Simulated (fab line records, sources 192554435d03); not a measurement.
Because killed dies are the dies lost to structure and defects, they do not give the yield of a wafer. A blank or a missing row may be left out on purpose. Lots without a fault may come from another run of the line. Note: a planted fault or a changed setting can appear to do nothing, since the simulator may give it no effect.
fab line records	flow n5Finfet
[record] lots = 24	wafers = 72	lastDay = 18
route steps=1938 shown BEOL_M2@899 BEOL_M3@953
lots that met no fault: from a run of the same line without faults
startH: hours from the record's opening day to when the first of the lot's shown wafers began	waitH: time in hours since the lot's previous step	" same as the row above	L1.1+2: several wafers, shown together as one row	- no value present, or no start provided	* or withheld: withheld	< > ~ a bound
route shown NAME@n: names a module that has steps shown in the file, with the first one's number in the route	usual: mean/standard deviation of fault-free wafers	same: alike in all rows	chamber/n: place in a boat	sites: per-site readings	_std_site: the standard deviation of these	_edge_site: mean of outer sites minus mean of inner sites	radiusMm: for every site, how far away it sits from the centre of the wafer	mask NAME#n: copy n	behind: the most recent tool/chamber to have shaped the wafer	hold: why the lot was held/for how many hours/how that ended	device: whichever transistor did not switch (one of n, p or np)	end of line: tests of these same wafers at the route's end	a step with no rows: only its recipe	killed: count of dies lost to structure and defects at first sort (not the wafer's yield)	map: shows each die of a wafer: x if killed, . if not, _ if none is there
set.NAME: the setting that was run; set.NAME@STEP: the one run at that earlier step	model.NAME: the simulator's own value behind a step, which no gauge read
a sample of lots followed through the steps of the route, with each step as a table and each wafer as a row
services: from which hour (startH, from the record's first day; less than 0 if before it) a tool's chamber was out of use, for how many hours, and why
[[steps]]
[step N5_BEOL_M2_DEGAS_44]
[recipe] ambient = vacuum	tempC = 250	timeS = 60
[usual] heaterPowerW = 310/27
[same] timeS = 60
lot.wafer	tool	chamber	startH	waitH	heaterPowerW
L074.1	pvdSputter-03	-	142.04	0.2	321
L074.4	"	-	"	"	291
L074.5	"	-	"	"	329
L076.1	pvdSputter-01	-	152.13	0.0	257
L076.3	"	-	"	"	290
L076.5	"	-	"	"	256
L075.3	pvdSputter-02	-	157.90	0.5	333
L075.5	"	-	"	"	327
L075.6	"	-	"	"	362
L078.1	pvdSputter-03	-	176.79	0.2	290
L078.4	"	-	"	"	326
L078.5	"	-	"	"	319
L077.1	pvdSputter-01	-	182.20	0.2	261
L077.5	"	-	"	"	291
L077.6	"	-	"	"	300
L079.2	pvdSputter-01	-	197.91	0.2	254
L079.4	"	-	"	"	293
L079.6	"	-	"	"	254
L080.1	pvdSputter-03	-	199.72	0.5	340
L080.2	"	-	"	"	327
L080.5	"	-	"	"	294
L083.1	pvdSputter-03	-	200.00	0.5	318
L083.2	"	-	"	"	292
L083.5	"	-	"	"	333
L081.1	pvdSputter-03	-	202.96	0.3	328
L081.2	"	-	"	"	297
L081.5	"	-	"	"	290
L084.1	pvdSputter-02	-	211.70	0.3	334
L084.4	"	-	"	"	301
L084.5	"	-	"	"	311
L085.2	pvdSputter-01	-	215.50	0.5	306
L085.5	"	-	"	"	316
L085.6	"	-	"	"	290
L087.3	pvdSputter-03	-	218.95	0.4	321
L087.5	"	-	"	"	341
L087.6	"	-	"	"	314
L082.2	pvdSputter-01	-	221.92	0.1	314
L082.4	"	-	"	"	296
L082.5	"	-	"	"	294
L086.1	pvdSputter-01	-	222.00	0.1	305
L086.3	"	-	"	"	260
L086.4	"	-	"	"	305
L090.1	pvdSputter-02	-	234.53	0.4	314
L090.4	"	-	"	"	326
L090.5	"	-	"	"	349
L088.1	pvdSputter-01	-	239.08	0.2	287
L088.2	"	-	"	"	308
L088.3	"	-	"	"	254
L089.1	pvdSputter-03	-	253.24	0.8	296
L089.4	"	-	"	"	343
L089.6	"	-	"	"	343
L091.1	pvdSputter-01	-	260.73	0.6	309
L091.4	"	-	"	"	249
L091.5	"	-	"	"	311
L092.1	pvdSputter-03	-	265.73	0.4	318
L092.4	"	-	"	"	288
L092.5	"	-	"	"	318
L093.1	pvdSputter-03	-	265.85	0.5	285
L093.4	"	-	"	"	318
L093.6	"	-	"	"	338
L096.1	pvdSputter-01	-	276.11	0.6	290
L096.3	"	-	"	"	300
L096.5	"	-	"	"	309
L095.3	pvdSputter-02	-	276.16	0.5	308
L095.5	"	-	"	"	361
L095.6	"	-	"	"	315
L094.1	pvdSputter-01	-	281.37	0.2	312
L094.5	"	-	"	"	299
L094.6	"	-	"	"	257
L097.2	pvdSputter-03	-	294.47	0.8	341
L097.4	"	-	"	"	313
L097.6	"	-	"	"	302
[step N5_BEOL_M2_PRE_CLEAN_45]
[recipe] gas = H2/He	timeS = 30	tempC = 250
[usual] heaterPowerW = 309/28
[same] timeS = 30
lot.wafer	tool	chamber	startH	waitH	heaterPowerW
L074.1	pvdSputter-03	-	142.08	0.0	318
L074.4	"	-	"	"	297
L074.5	"	-	"	"	325
L076.1	pvdSputter-01	-	152.17	0.0	252
L076.3	"	-	"	"	289
L076.5	"	-	"	"	247
L075.3	pvdSputter-02	-	157.94	0.0	333
L075.5	"	-	"	"	322
L075.6	"	-	"	"	361
L078.1	pvdSputter-03	-	176.83	0.0	289
L078.4	"	-	"	"	322
L078.5	"	-	"	"	319
L077.1	pvdSputter-01	-	182.24	0.0	254
L077.5	"	-	"	"	276
L077.6	"	-	"	"	292
L079.2	pvdSputter-01	-	197.95	0.0	250
L079.4	"	-	"	"	282
L079.6	"	-	"	"	250
L080.1	pvdSputter-03	-	199.76	0.0	344
L080.2	"	-	"	"	335
L080.5	"	-	"	"	285
L083.1	pvdSputter-03	-	200.04	0.0	320
L083.2	"	-	"	"	289
L083.5	"	-	"	"	333
L081.1	pvdSputter-03	-	203.00	0.0	336
L081.2	"	-	"	"	291
L081.5	"	-	"	"	297
L084.1	pvdSputter-02	-	211.74	0.0	328
L084.4	"	-	"	"	315
L084.5	"	-	"	"	320
L085.2	pvdSputter-01	-	215.54	0.0	298
L085.5	"	-	"	"	308
L085.6	"	-	"	"	283
L087.3	pvdSputter-03	-	219.00	0.0	324
L087.5	"	-	"	"	349
L087.6	"	-	"	"	319
L082.2	pvdSputter-01	-	221.96	0.0	307
L082.4	"	-	"	"	296
L082.5	"	-	"	"	305
L086.1	pvdSputter-01	-	222.04	0.0	311
L086.3	"	-	"	"	255
L086.4	"	-	"	"	298
L090.1	pvdSputter-02	-	234.57	0.0	307
L090.4	"	-	"	"	304
L090.5	"	-	"	"	363
L088.1	pvdSputter-01	-	239.12	0.0	298
L088.2	"	-	"	"	308
L088.3	"	-	"	"	260
L089.1	pvdSputter-03	-	253.28	0.0	296
L089.4	"	-	"	"	332
L089.6	"	-	"	"	349
L091.1	pvdSputter-01	-	260.77	0.0	309
L091.4	"	-	"	"	254
L091.5	"	-	"	"	315
L092.1	pvdSputter-03	-	265.77	0.0	318
L092.4	"	-	"	"	293
L092.5	"	-	"	"	314
L093.1	pvdSputter-03	-	265.89	0.0	285
L093.4	"	-	"	"	326
L093.6	"	-	"	"	326
L096.1	pvdSputter-01	-	276.15	0.0	293
L096.3	"	-	"	"	303
L096.5	"	-	"	"	311
L095.3	pvdSputter-02	-	276.20	0.0	310
L095.5	"	-	"	"	365
L095.6	"	-	"	"	313
L094.1	pvdSputter-01	-	281.41	0.0	311
L094.5	"	-	"	"	291
L094.6	"	-	"	"	256
L097.2	pvdSputter-03	-	294.51	0.0	349
L097.4	"	-	"	"	321
L097.6	"	-	"	"	290
[step N5_BEOL_M2_ALD_84]
[recipe] material = TaN	targetThkA = *	tempC = 275	aldPrecursorFamily = PDMAT	aldCoReactant = NH3	pressureTorr = 3	carrierFlowSccm = 1500	pulseTimeS = 2	purgeTimeS = 3	coReactantPurgeTimeS = 2	coReactantPulseTimeS = 3	aldCycles = 30	precursorVesselTempC = 75	precursorVesselPressureTorr = 26.25	precursorVesselCarrierSccm = 1000
[usual] heaterPowerW = 423/40	mfcCarrierSccm = 1499/4.3
[same] coReactantPulseTimeS = 3	pulseTimeS = 2
lot.wafer	tool	chamber	startH	waitH	heaterPowerW	mfcCarrierSccm
L074.1	aldMetal-01	2	142.16	0.1	407	1496
L074.4	"	0	"	"	462	1503
L074.5	"	0	"	"	468	1503
L076.1	aldMetal-04	0	152.33	0.1	391	1505
L076.3	"	3	"	"	357	1497
L076.5	"	0	"	"	385	1504
L075.3	aldMetal-03	0	158.12	0.2	430	1497
L075.5	"	2	"	"	468	1505
L075.6	"	3	"	"	391	1494
L078.1	aldMetal-01	1	176.91	0.1	448	1499
L078.4	"	3	"	"	402	1501
L078.5	"	3	"	"	409	1502
L077.1	aldMetal-04	0	182.31	0.0	384	1497
L077.5	"	3	"	"	362	1500
L077.6	"	0	"	"	393	1497
L079.2	aldMetal-03	1	198.01	0.0	402	1502
L079.4	"	3	"	"	395	1500
L079.6	"	0	"	"	438	1497
L080.1	aldMetal-01	1	199.82	0.0	449	1496
L080.2	"	0	"	"	472	1497
L080.5	"	3	"	"	402	1498
L083.1	aldMetal-03	2	200.15	0.1	470	1501
L083.2	"	1	"	"	413	1498
L083.5	"	0	"	"	446	1499
L081.1	aldMetal-03	2	203.06	0.0	461	1502
L081.2	"	0	"	"	441	1507
L081.5	"	1	"	"	409	1501
L084.1	aldMetal-04	2	211.84	0.1	491	1503
L084.4	"	0	"	"	383	1506
L084.5	"	2	"	"	492	1503
L085.2	aldMetal-03	1	215.61	0.0	401	1496
L085.5	"	3	"	"	412	1494
L085.6	"	0	"	"	436	1502
L087.3	aldMetal-03	0	219.11	0.1	439	1501
L087.5	"	1	"	"	401	1500
L087.6	"	0	"	"	431	1502
L082.2	aldMetal-01	0	222.20	0.2	459	1501
L082.4	"	3	"	"	392	1502
L082.5	"	1	"	"	441	1498
L086.1	aldMetal-04	3	222.21	0.2	366	1502
L086.3	"	0	"	"	384	1499
L086.4	"	3	"	"	362	1509
L090.1	aldMetal-04	0	234.70	0.1	392	1494
L090.4	"	3	"	"	358	1496
L090.5	"	1	"	"	455	1500
L088.1	aldMetal-04	0	239.18	0.0	384	1502
L088.2	"	3	"	"	371	1499
L088.3	"	1	"	"	468	1493
L089.1	aldMetal-04	0	253.34	0.0	377	1498
L089.4	"	2	"	"	491	1502
L089.6	"	0	"	"	375	1497
L091.1	aldMetal-04	3	261.06	0.3	361	1499
L091.4	"	0	"	"	384	1499
L091.5	"	1	"	"	465	1502
L092.1	aldMetal-01	0	265.83	0.0	463	1497
L092.4	"	2	"	"	402	1505
L092.5	"	2	"	"	405	1507
L093.1	aldMetal-03	2	265.95	0.0	476	1496
L093.4	"	0	"	"	438	1506
L093.6	"	1	"	"	412	1498
L096.1	aldMetal-01	0	276.22	0.0	456	1500
L096.3	"	1	"	"	449	1495
L096.5	"	3	"	"	396	1504
L095.3	aldMetal-04	1	276.26	0.0	470	1499
L095.5	"	0	"	"	380	1505
L095.6	"	1	"	"	464	1499
L094.1	aldMetal-04	0	281.47	0.0	394	1510
L094.5	"	0	"	"	385	1504
L094.6	"	3	"	"	357	1501
L097.2	aldMetal-01	3	294.59	0.1	396	1503
L097.4	"	0	"	"	463	1506
L097.6	"	1	"	"	451	1497
[step N5_BEOL_M2_ANNEAL_51]
[recipe] tempC = 225	timeS = 90	ambient = N2
[usual] wafer_temp_C_max = 226.07/0.29
[same] timeS = 90
lot.wafer	tool	chamber	startH	waitH	wafer_temp_C_max
L074.1	rtpAnneal-01	0	144.73	0.1	225.71
L074.4	"	0	"	"	225.67
L074.5	"	0	"	"	225.72
L076.1	rtpAnneal-01	0	157.89	0.1	225.88
L076.3	"	0	"	"	226.00
L076.5	"	0	"	"	226.09
L075.3	rtpAnneal-01	0	160.85	0.1	225.78
L075.5	"	0	"	"	225.87
L075.6	"	0	"	"	226.26
L078.1	rtpAnneal-01	0	180.02	0.1	226.37
L078.4	"	0	"	"	225.55
L078.5	"	0	"	"	225.48
L077.1	rtpAnneal-01	0	184.86	0.1	225.72
L077.5	"	0	"	"	225.54
L077.6	"	0	"	"	226.13
L079.2	rtpAnneal-02	0	200.61	0.1	226.80
L079.4	"	0	"	"	226.10
L079.6	"	0	"	"	226.36
L080.1	rtpAnneal-02	0	202.30	0.1	226.06
L080.2	"	0	"	"	226.62
L080.5	"	0	"	"	226.28
L083.1	rtpAnneal-01	0	202.79	0.1	226.02
L083.2	"	0	"	"	225.84
L083.5	"	0	"	"	226.22
L081.1	rtpAnneal-02	0	205.78	0.1	226.46
L081.2	"	0	"	"	226.08
L081.5	"	0	"	"	226.14
L084.1	rtpAnneal-02	0	217.34	0.1	226.07
L084.4	"	0	"	"	226.17
L084.5	"	0	"	"	226.93
L085.2	rtpAnneal-02	0	218.59	0.1	226.29
L085.5	"	0	"	"	226.34
L085.6	"	0	"	"	226.34
L087.3	rtpAnneal-02	0	222.13	0.1	225.98
L087.5	"	0	"	"	226.11
L087.6	"	0	"	"	226.07
L082.2	rtpAnneal-01	0	224.65	0.1	226.21
L082.4	"	0	"	"	226.17
L082.5	"	0	"	"	226.29
L086.1	rtpAnneal-02	0	224.66	0.1	226.15
L086.3	"	0	"	"	226.04
L086.4	"	0	"	"	226.41
L090.1	rtpAnneal-01	0	237.29	0.1	226.34
L090.4	"	0	"	"	225.98
L090.5	"	0	"	"	225.75
L088.1	rtpAnneal-01	0	241.87	0.1	225.48
L088.2	"	0	"	"	225.88
L088.3	"	0	"	"	225.81
L089.1	rtpAnneal-02	0	255.76	0.1	226.52
L089.4	"	0	"	"	226.56
L089.6	"	0	"	"	226.24
L091.1	rtpAnneal-02	0	264.91	0.1	226.50
L091.4	"	0	"	"	225.80
L091.5	"	0	"	"	226.12
L092.1	rtpAnneal-01	0	269.98	0.1	225.91
L092.4	"	0	"	"	225.80
L092.5	"	0	"	"	226.00
L093.1	rtpAnneal-02	0	270.14	0.1	226.05
L093.4	"	0	"	"	225.95
L093.6	"	0	"	"	226.43
L096.1	rtpAnneal-02	0	278.88	0.1	226.24
L096.3	"	0	"	"	226.14
L096.5	"	0	"	"	225.85
L095.3	rtpAnneal-02	0	280.62	0.1	226.69
L095.5	"	0	"	"	226.04
L095.6	"	0	"	"	226.34
L094.1	rtpAnneal-02	0	283.98	0.1	225.91
L094.5	"	0	"	"	226.39
L094.6	"	0	"	"	225.87
L097.2	rtpAnneal-01	0	297.39	0.1	225.58
L097.4	"	0	"	"	225.56
L097.6	"	0	"	"	226.23
[step N5_BEOL_M2_INSPECT_59]
[recipe] inspectInstrument = darkfield	mode = postDep
[usual] rawDefectCount = 80/27
lot.wafer	tool	chamber	startH	waitH	rawDefectCount
L074.1	defectInspect-02	-	145.68	0.0	44
L074.4	"	-	"	"	67
L074.5	"	-	"	"	73
L076.1	defectInspect-01	-	158.77	0.0	63
L076.3	"	-	"	"	69
L076.5	"	-	"	"	44
L075.3	defectInspect-02	-	161.67	0.0	87
L075.5	"	-	"	"	54
L075.6	"	-	"	"	61
L078.1	defectInspect-02	-	180.91	0.0	61
L078.4	"	-	"	"	74
L078.5	"	-	"	"	138
L077.1	defectInspect-02	-	185.74	0.0	84
L077.5	"	-	"	"	40
L077.6	"	-	"	"	58
L079.2	defectInspect-02	-	201.48	0.0	95
L079.4	"	-	"	"	65
L079.6	"	-	"	"	84
L080.1	defectInspect-02	-	203.26	0.0	171
L080.2	"	-	"	"	121
L080.5	"	-	"	"	73
L083.1	defectInspect-01	-	203.70	0.0	107
L083.2	"	-	"	"	109
L083.5	"	-	"	"	97
L081.1	defectInspect-01	-	206.66	0.0	38
L081.2	"	-	"	"	64
L081.5	"	-	"	"	71
L084.1	defectInspect-02	-	218.24	0.0	44
L084.4	"	-	"	"	56
L084.5	"	-	"	"	73
L085.2	defectInspect-01	-	219.42	0.0	110
L085.5	"	-	"	"	113
L085.6	"	-	"	"	154
L087.3	defectInspect-02	-	222.92	0.0	150
L087.5	"	-	"	"	76
L087.6	"	-	"	"	88
L082.2	defectInspect-02	-	225.49	0.0	74
L082.4	"	-	"	"	89
L082.5	"	-	"	"	89
L086.1	defectInspect-02	-	225.63	0.0	80
L086.3	"	-	"	"	58
L086.4	"	-	"	"	54
L090.1	defectInspect-02	-	238.22	0.0	110
L090.4	"	-	"	"	76
L090.5	"	-	"	"	119
L088.1	defectInspect-02	-	242.85	0.0	77
L088.2	"	-	"	"	98
L088.3	"	-	"	"	110
L089.1	defectInspect-01	-	256.63	0.0	88
L089.4	"	-	"	"	29
L089.6	"	-	"	"	50
L091.1	defectInspect-01	-	265.79	0.0	70
L091.4	"	-	"	"	71
L091.5	"	-	"	"	57
L092.1	defectInspect-01	-	270.86	0.0	99
L092.4	"	-	"	"	146
L092.5	"	-	"	"	108
L093.1	defectInspect-02	-	271.05	0.0	47
L093.4	"	-	"	"	76
L093.6	"	-	"	"	122
L096.1	defectInspect-02	-	279.78	0.0	110
L096.3	"	-	"	"	133
L096.5	"	-	"	"	104
L095.3	defectInspect-02	-	281.41	0.0	46
L095.5	"	-	"	"	58
L095.6	"	-	"	"	55
L094.1	defectInspect-02	-	284.92	0.0	59
L094.5	"	-	"	"	70
L094.6	"	-	"	"	75
L097.2	defectInspect-02	-	298.22	0.0	83
L097.4	"	-	"	"	45
L097.6	"	-	"	"	42
[step N5_BEOL_M3_STRIP_66]
[recipe] chemistry = CF4	resist = SiARC	powerW = 300	biasPowerW = 75	pressureMtorr = 50	cf4FlowSccm = 150	rfFrequencyHz = 6e+07
[usual] chamberPressureMTorr = 50.00/0.044	drypumpMotorCurrentA = 5.8/0.51	oesProductAu = 0.74/0.081	rfFwdPowerW = 292.5/0.92	rfVppV = 271.0/1.4	showerheadPlenumPTorr = 1.79/0.053	throttleValvePct = 13.76/0.26
lot.wafer	tool	chamber	startH	waitH	chamberPressureMTorr	drypumpMotorCurrentA	oesProductAu	rfFwdPowerW	rfHoursCounterH	rfVppV	showerheadPlenumPTorr	throttleValvePct
L074.1	rieDiel-05	2	146.82	0.0	50.03	5.5	0.70	292.7	233	270.1	1.77	13.66
L074.4	"	1	"	"	50.04	6.7	0.70	293.1	197	270.7	1.79	13.87
L074.5	"	1	"	"	49.99	6.7	0.70	294.7	-	271.6	1.79	13.89
L076.1	rieDiel-04	0	162.47	0.0	49.99	6.1	0.72	292.4	174	271.3	1.79	13.75
L076.3	"	3	"	"	50.02	5.7	0.69	291.6	234	268.4	1.70	14.01
L076.5	"	0	"	"	50.06	6.1	0.72	291.7	-	269.2	1.79	13.75
L075.3	rieDiel-05	0	162.98	0.0	49.96	5.4	0.68	292.2	210	270.3	1.78	13.81
L075.5	"	2	"	"	50.03	5.5	0.70	291.4	-	270.1	1.77	13.65
L075.6	"	3	"	"	50.03	5.6	0.72	292.9	-	271.8	1.78	14.08
L078.1	rieDiel-02	3	182.72	0.0	49.95	4.7	0.73	291.0	186	272.0	1.78	13.82
L078.4	"	0	"	"	49.97	6.0	0.70	292.0	217	270.0	1.78	14.02
L078.5	"	2	"	"	49.98	5.6	0.75	292.7	-	270.4	1.80	13.42
L077.1	rieDiel-04	3	188.07	0.0	49.99	5.7	0.69	293.9	243	267.5	1.70	14.03
L077.5	"	1	"	"	49.91	6.6	0.75	291.1	-	268.8	1.73	13.74
L077.6	"	0	"	"	49.96	6.1	0.71	294.2	-	270.7	1.79	13.76
L079.2	rieDiel-04	1	203.55	0.0	50.00	6.6	0.75	292.4	167	271.3	1.73	13.75
L079.4	"	3	"	"	50.02	5.6	0.69	294.5	248	268.4	1.70	14.03
L079.6	"	2	"	"	50.10	5.5	0.74	293.2	-	272.7	1.87	13.72
L080.1	rieDiel-04	0	205.14	0.0	49.99	6.1	0.71	292.3	188	270.4	1.78	13.79
L080.2	"	1	"	"	49.95	6.6	0.75	292.9	167	268.8	1.73	13.75
L080.5	"	3	"	"	49.96	5.6	0.69	292.8	-	267.5	1.70	14.04
L083.1	rieDiel-05	1	205.88	0.0	49.95	6.7	0.69	293.0	213	271.1	1.79	13.92
L083.2	"	0	"	"	50.05	5.4	0.68	292.1	220	271.0	1.78	13.82
L083.5	"	2	"	"	50.04	5.5	0.69	292.8	-	271.7	1.77	13.68
L081.1	rieDiel-05	0	209.89	0.0	50.01	5.4	0.67	291.7	221	271.3	1.77	13.82
L081.2	"	1	"	"	49.96	6.7	0.69	291.6	215	272.3	1.79	13.94
L081.5	"	2	"	"	50.02	5.5	0.69	292.3	-	270.1	1.77	13.70
L084.1	rieDiel-05	0	219.69	0.0	50.03	5.4	0.68	292.4	225	269.9	1.77	13.84
L084.4	"	1	"	"	49.96	6.7	0.69	295.2	-	271.1	1.78	13.93
L084.5	"	3	"	"	49.96	5.6	0.70	293.3	-	270.1	1.77	14.12
L085.2	rieDiel-02	0	222.28	0.0	50.09	6.0	0.69	292.3	226	269.2	1.77	14.04
L085.5	"	3	"	"	50.05	4.7	0.72	291.5	-	271.3	1.78	13.85
L085.6	"	0	"	"	50.01	6.0	0.69	292.6	-	270.6	1.77	14.04
L087.3	rieDiel-05	2	225.47	0.0	50.04	5.5	0.96	292.7	0	268.8	1.77	13.12
L087.5	"	0	"	"	50.02	5.4	0.67	293.2	-	270.7	1.77	13.84
L087.6	"	3	"	"	50.00	5.6	0.71	292.9	-	271.2	1.77	14.12
L082.2	rieDiel-04	2	227.45	0.0	50.04	5.5	0.74	292.3	184	272.1	1.86	13.75
L082.4	"	3	"	"	49.97	5.7	1.00	291.5	0	273.8	1.91	13.46
L082.5	"	2	"	"	49.97	5.5	0.73	293.5	-	272.1	1.86	13.73
L086.1	rieDiel-05	3	227.60	0.0	49.96	5.6	0.71	292.4	214	270.9	1.77	14.12
L086.3	"	2	"	"	50.02	5.5	0.95	291.9	1	270.2	1.77	13.14
L086.4	"	0	"	"	50.07	5.4	0.68	292.2	228	269.9	1.77	13.85
L090.1	rieDiel-04	2	239.82	0.0	49.94	5.5	0.73	292.3	189	271.9	1.86	13.78
L090.4	"	0	"	"	50.02	6.1	0.70	292.6	200	271.0	1.78	13.79
L090.5	"	3	"	"	49.98	5.6	0.97	291.7	-	272.9	1.91	13.49
L088.1	rieDiel-05	0	244.70	0.0	49.99	5.4	0.67	291.9	233	271.0	1.77	13.84
L088.2	"	3	"	"	49.98	5.6	0.70	291.4	218	271.7	1.77	14.14
L088.3	"	2	"	"	49.97	5.5	0.92	292.0	6	270.9	1.77	13.14
L089.1	rieDiel-05	2	257.98	0.0	50.09	5.5	0.91	292.7	9	270.5	1.77	13.14
L089.4	"	0	"	"	50.11	5.4	0.67	291.6	236	269.1	1.77	13.85
L089.6	"	1	"	"	50.01	6.7	0.68	290.5	-	270.6	1.78	13.97
L091.1	rieDiel-04	3	268.75	0.0	49.99	5.7	0.94	292.4	12	273.2	1.90	13.50
L091.4	"	1	"	"	50.08	6.6	0.74	292.3	189	269.7	1.72	13.79
L091.5	"	3	"	"	50.04	5.7	0.94	291.5	-	273.6	1.90	13.49
L092.1	rieDiel-04	0	272.79	0.0	49.94	6.1	0.69	293.1	209	271.5	1.78	13.83
L092.4	"	3	"	"	50.03	5.6	0.93	292.8	13	273.5	1.90	13.50
L092.5	"	3	"	"	49.94	5.7	0.94	292.2	-	273.3	1.90	13.49
L093.1	rieDiel-02	0	273.05	0.0	50.04	6.0	0.68	292.6	241	270.5	1.77	14.07
L093.4	"	1	"	"	49.98	5.9	0.89	293.7	36	272.8	1.90	13.24
L093.6	"	3	"	"	50.07	4.8	0.70	293.6	-	272.2	1.78	13.88
L096.1	rieDiel-02	3	281.48	0.0	49.99	4.8	0.70	292.6	216	270.8	1.78	13.90
L096.3	"	2	"	"	49.92	5.6	0.73	292.2	165	270.4	1.79	13.47
L096.5	"	1	"	"	49.98	5.9	0.88	289.9	-	273.2	1.90	13.25
L095.3	rieDiel-02	0	282.33	0.0	50.08	6.0	0.68	292.0	244	271.0	1.77	14.09
L095.5	"	0	"	"	49.96	6.0	0.69	292.7	-	270.5	1.77	14.08
L095.6	"	3	"	"	50.02	4.8	0.71	293.3	-	269.9	1.78	13.89
L094.1	rieDiel-02	0	286.29	0.0	50.04	6.0	0.68	293.1	245	270.5	1.77	14.07
L094.5	"	1	"	"	50.03	5.9	0.87	292.8	-	274.2	1.90	13.24
L094.6	"	2	"	"	50.01	5.6	0.72	292.7	-	271.6	1.79	13.46
L097.2	rieDiel-04	1	300.21	0.0	50.00	6.6	0.72	291.2	199	266.6	1.72	13.83
L097.4	"	3	"	"	49.95	5.6	0.90	291.7	23	273.4	1.90	13.52
L097.6	"	0	"	"	50.00	6.1	0.69	292.1	-	271.8	1.78	13.84
[[services]]
tool	chamber	startH	hours	kind
aldMetal-04	-	130.82	1.9	repair
rieDiel-02	1	137.73	-	clean
rieDiel-02	1	137.73	-	consumableReplace:focusRing
rieDiel-02	-	139.51	0.9	repair
aldMetal-01	3	147.59	4.1	repair
pvdSputter-03	-	161.93	6.6	repair
aldMetal-01	-	163.09	1.5	repair
aldMetal-04	-	168.50	0.6	repair
pvdSputter-02	-	185.64	12.6	repair
rieDiel-02	0	202.66	7.8	repair
rieDiel-02	2	206.69	6.6	repair
rieDiel-05	2	209.91	-	clean
rieDiel-05	2	209.91	-	consumableReplace:focusRing
rieDiel-04	3	210.24	-	clean
rieDiel-04	3	210.24	-	consumableReplace:focusRing
rieDiel-04	3	210.24	-	consumableReplace:showerhead
rieDiel-04	3	210.24	16.8	scheduledDown
rieDiel-04	3	210.24	16.8	ventCycle
aldMetal-04	2	221.73	19.1	repair
aldMetal-03	-	230.14	8.7	pm
rieDiel-02	3	267.45	4.0	repair
rieDiel-02	-	275.75	2.8	pm
aldMetal-01	-	277.04	1.8	repair
aldMetal-01	3	299.59	25.6	repair
[[key]]
fault none
